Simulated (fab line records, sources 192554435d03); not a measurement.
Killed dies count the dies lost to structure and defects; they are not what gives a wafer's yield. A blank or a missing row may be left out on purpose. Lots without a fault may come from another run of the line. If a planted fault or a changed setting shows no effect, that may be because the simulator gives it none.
Split-lot experiment -- flow n5 finfet -- route with 1938 steps; 7 lots, 21 wafers read

## THE SPLIT ITSELF
At N5_BEOL_M1_COAT_61 (time 60 s, resist thk 60 nm), the setting spin rpm was moved away from the recipe's 1500 rpm on 6 of the 21 wafers read, by -10.9% to +10.1%. For the rest of the wafers, this setting stayed at what the recipe calls for.

## FROM THE SPLIT TO THE READING: what the file shows between them, 6 steps
- N5_BEOL_M1_COAT_62: time 60 s, resist thk 12 nm (also split here: spin rpm)
- N5_BEOL_M1_COAT_73: time 60 s, resist thk 5 nm
- N5_BEOL_M1_COAT_05: resist thk 30 nm
- N5_BEOL_M1_DESCUM_16: chemistry O2, time 7 s
- N5_BEOL_M1_ETCH_74: etches underlayer in N2/H2, target depth 6.5 nm, time 5.2 s
- N5_BEOL_M1_ETCH_63: etches SiARC in CF4, target depth 15.6 nm, time 26 s

## THE READING
etch.depth nm (the simulator's own value, which no gauge read), in nm, at N5_BEOL_M1_ETCH_64 (etches SOC in N2/H2, target depth 75 nm, overetch 15 nm, time 112.5 s). The file does not state a usual value for it. The 15 wafers here that ran the recipe average 59.99 nm, standard deviation 0.067 nm.

wafer,"tool, chamber at the split","spin rpm as run, rpm",against the recipe,"etch.depth nm, nm",against lot-mates on the recipe
L074.2,"litho track-04, 0",1500,recipe,60.08,-
L074.3,"litho track-04, 0",1500,recipe,60.01,-
L074.5,"litho track-04, 0",1500,recipe,60.01,-
L075.3,"litho track-02, 0",1500,recipe,60,-
L075.4,"litho track-02, 0",1500,recipe,59.97,-
L075.5,"litho track-02, 0",1500,recipe,59.97,-
L078.1,"litho track-02, 0",1500,recipe,60.01,-
L078.3,"litho track-02, 0",1651,+10.1%,57.04,-2.97
L078.4,"litho track-02, 0",1651,+10.1%,57.08,-2.93
L080.1,"litho track-02, 0",1409,-6.1%,62.05,+2.05
L080.4,"litho track-02, 0",1500,recipe,60.01,-
L080.6,"litho track-02, 0",1500,recipe,59.99,-
L086.3,"litho track-04, 0",1500,recipe,59.95,-
L086.5,"litho track-04, 0",1364,-9.1%,62.85,+2.95
L086.6,"litho track-04, 0",1500,recipe,59.85,-
L091.1,"litho track-03, 0",1337,-10.9%,63.56,+3.71
L091.2,"litho track-03, 0",1500,recipe,59.85,-
L091.4,"litho track-03, 0",1337,-10.9%,63.42,+3.57
L097.1,"litho track-04, 0",1500,recipe,60.1,-
L097.3,"litho track-04, 0",1500,recipe,60.03,-
L097.5,"litho track-04, 0",1500,recipe,59.95,-

FIT RESULTS
A straight line over all 21 wafers: etch.depth nm changes by -0.31 nm for each +1% of spin rpm; r = -1.00; the points scatter about the line by 0.1 nm.
The same after taking each lot's own level away (the mean of its wafers on the recipe; 21 wafers): -0.317 nm for each +1%; r = -1.00; scatter 0.1 nm.
The reading moves by 3.4 nm for the largest change in spin rpm, on that fit.
From 59.850 to 60.033 nm: that is the span of the lots' own levels, equal to 2.8 times the standard deviation above.
The two slopes are in agreement: the lot-to-lot level therefore moves the slope only a little.
Check: +3.43 nm against its lot-mates is what the line predicts for one of the wafers moved furthest among these (-10.9%) when that wafer is left out of the fit. Against them it came out at +3.71 nm.

## THESE WAFERS: OTHER SPLITS
These wafers also went through other splits before the reading. Each is held against what the fit with the lots' levels taken away leaves over:
other split on the same wafers,wafers away from the commonest value,r with etch.depth nm (lot level and that fit taken away)
N5_BEOL_M0_SAQP_SPACER1_ALD_98 ald cycles,8,-0.02
N5_BEOL_M0_SAQP_ETCH_107 bias w,5,-0.14
N5_BEOL_M1_COAT_62 spin rpm,3,-0.10

## THE WHOLE CHAIN: every reading that the file lists as answering this split, in the file's order
step,what it does,reading,change (the file's fit),r (the file's)
N5_BEOL_M1_COAT_61,"time 60 s, resist thk 60 nm","SOC_of_BEOL_M1_COAT_61.thk nm (the simulator's own value, which no gauge read)",-0.322 nm for each +1% of the setting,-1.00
N5_BEOL_M1_ETCH_64,"etches SOC in N2/H2, target depth 75 nm, overetch 15 nm, time 112.5 s","etch.depth nm (the simulator's own value, which no gauge read)",-0.32 nm for each +1% of the setting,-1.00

## THE FILE'S OWN FIT
etch.depth nm changes by -0.32 nm for each +1% of spin rpm, r = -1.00.
